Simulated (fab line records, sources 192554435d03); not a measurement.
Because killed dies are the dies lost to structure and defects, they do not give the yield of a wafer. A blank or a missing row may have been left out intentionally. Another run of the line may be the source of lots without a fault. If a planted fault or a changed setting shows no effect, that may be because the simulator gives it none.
Matching of chambers || flow n5_finfet || 4 sister chambers for N5_SDB_HM_OPEN_20 on rie_diel-02
The step chemistry CH3F/O2, target SiNx, stops on poly-Si, target depth 24 nm. 16 wafers are shown with their chamber, then 8 later ones without.

== WAFERS, EACH WITH ITS CHAMBER ==
{"wafer": "L074.1", "chamber": 3, "drypump_motor_current_A (A)": 4.9, "showerhead_plenum_p_Torr (Torr)": 2.05, "throttle_valve_pct (%)": 15.94}
{"wafer": "L074.2", "chamber": 1, "drypump_motor_current_A (A)": 5.7, "showerhead_plenum_p_Torr (Torr)": 2.06, "throttle_valve_pct (%)": 16.29}
{"wafer": "L074.6", "chamber": 0, "drypump_motor_current_A (A)": 6.4, "showerhead_plenum_p_Torr (Torr)": 1.98, "throttle_valve_pct (%)": 16.89}
{"wafer": "L075.2", "chamber": 2, "drypump_motor_current_A (A)": 5.6, "showerhead_plenum_p_Torr (Torr)": 1.98, "throttle_valve_pct (%)": 16.41}
{"wafer": "L075.3", "chamber": 0, "drypump_motor_current_A (A)": 6.4, "showerhead_plenum_p_Torr (Torr)": 1.98, "throttle_valve_pct (%)": 16.90}
{"wafer": "L075.6", "chamber": 1, "drypump_motor_current_A (A)": 5.7, "showerhead_plenum_p_Torr (Torr)": 2.06, "throttle_valve_pct (%)": 16.32}
{"wafer": "L081.3", "chamber": 1, "drypump_motor_current_A (A)": 5.7, "showerhead_plenum_p_Torr (Torr)": 2.05, "throttle_valve_pct (%)": 16.35}
{"wafer": "L081.4", "chamber": 3, "drypump_motor_current_A (A)": 4.9, "showerhead_plenum_p_Torr (Torr)": 2.04, "throttle_valve_pct (%)": 15.97}
{"wafer": "L081.5", "chamber": 3, "drypump_motor_current_A (A)": 4.9, "showerhead_plenum_p_Torr (Torr)": 2.04, "throttle_valve_pct (%)": 16.00}
{"wafer": "L088.1", "chamber": 1, "drypump_motor_current_A (A)": 5.7, "showerhead_plenum_p_Torr (Torr)": 2.05, "throttle_valve_pct (%)": 16.37}
{"wafer": "L088.5", "chamber": 0, "drypump_motor_current_A (A)": 6.5, "showerhead_plenum_p_Torr (Torr)": 1.97, "throttle_valve_pct (%)": 16.48}
{"wafer": "L088.6", "chamber": 1, "drypump_motor_current_A (A)": 5.7, "showerhead_plenum_p_Torr (Torr)": 2.05, "throttle_valve_pct (%)": 16.38}
{"wafer": "L090.2", "chamber": 3, "drypump_motor_current_A (A)": 4.9, "showerhead_plenum_p_Torr (Torr)": 2.03, "throttle_valve_pct (%)": 16.01}
{"wafer": "L090.5", "chamber": 1, "drypump_motor_current_A (A)": 5.7, "showerhead_plenum_p_Torr (Torr)": 2.05, "throttle_valve_pct (%)": 16.39}
{"wafer": "L090.6", "chamber": 2, "drypump_motor_current_A (A)": 5.6, "showerhead_plenum_p_Torr (Torr)": 1.97, "throttle_valve_pct (%)": 16.47}
{"wafer": "L092.2", "chamber": 2, "drypump_motor_current_A (A)": 5.6, "showerhead_plenum_p_Torr (Torr)": 1.97, "throttle_valve_pct (%)": 16.46}

SIGNATURES (means of the wafers above)
{"reading": "drypump_motor_current_A", "chamber 0": 6.433, "chamber 1": 5.700, "chamber 2": 5.600, "chamber 3": 4.900, "scatter within a chamber": 0.0236}
{"reading": "showerhead_plenum_p_Torr", "chamber 0": 1.9767, "chamber 1": 2.0533, "chamber 2": 1.9733, "chamber 3": 2.0400, "scatter within a chamber": 0.00624}
{"reading": "throttle_valve_pct", "chamber 0": 16.7567, "chamber 1": 16.3500, "chamber 2": 16.4467, "chamber 3": 15.9800, "scatter within a chamber": 0.103}
Rule: a wafer lies at a distance from a chamber equal to the root of the sum of squares, over the readings, of (its reading less the chamber's mean, divided by the reading's scatter). The wafer belongs to the nearest chamber; if the next one is less than 2 further off, it can't be placed. How the scatter is found: for the shown wafers, subtract from each reading the mean of its chamber, square and add these, divide the total by (wafers less chambers), then take the root.

== WAFERS WITH NO CHAMBER GIVEN ==
{"wafer": "L092.3", "drypump_motor_current_A (A)": 4.9, "showerhead_plenum_p_Torr (Torr)": 2.03, "throttle_valve_pct (%)": 16.00}
{"wafer": "L092.4", "drypump_motor_current_A (A)": 5.7, "showerhead_plenum_p_Torr (Torr)": 2.05, "throttle_valve_pct (%)": 16.38}
{"wafer": "L093.3", "drypump_motor_current_A (A)": 6.5, "showerhead_plenum_p_Torr (Torr)": 1.97, "throttle_valve_pct (%)": 16.49}
{"wafer": "L093.4", "drypump_motor_current_A (A)": 4.9, "showerhead_plenum_p_Torr (Torr)": 2.03, "throttle_valve_pct (%)": 16.02}
{"wafer": "L093.5", "drypump_motor_current_A (A)": 5.7, "showerhead_plenum_p_Torr (Torr)": 2.05, "throttle_valve_pct (%)": 16.39}
{"wafer": "L097.1", "drypump_motor_current_A (A)": 4.9, "showerhead_plenum_p_Torr (Torr)": 2.03, "throttle_valve_pct (%)": 16.06}
{"wafer": "L097.3", "drypump_motor_current_A (A)": 5.6, "showerhead_plenum_p_Torr (Torr)": 1.96, "throttle_valve_pct (%)": 16.50}
{"wafer": "L097.4", "drypump_motor_current_A (A)": 6.4, "showerhead_plenum_p_Torr (Torr)": 1.97, "throttle_valve_pct (%)": 16.52}

== WHICH CHAMBER EACH ONE RAN IN ==
{"wafer": "L092.3", "from the rows above": 3, "in truth": 3}
{"wafer": "L092.4", "from the rows above": 1, "in truth": 1}
{"wafer": "L093.3", "from the rows above": 0, "in truth": 0}
{"wafer": "L093.4", "from the rows above": 3, "in truth": 3}
{"wafer": "L093.5", "from the rows above": 1, "in truth": 1}
{"wafer": "L097.1", "from the rows above": 3, "in truth": 3}
{"wafer": "L097.3", "from the rows above": 2, "in truth": 2}
{"wafer": "L097.4", "from the rows above": 0, "in truth": 0}
Placed correctly: 8 of 8. From these rows, 0 cannot be placed. Number placed wrongly: 0.
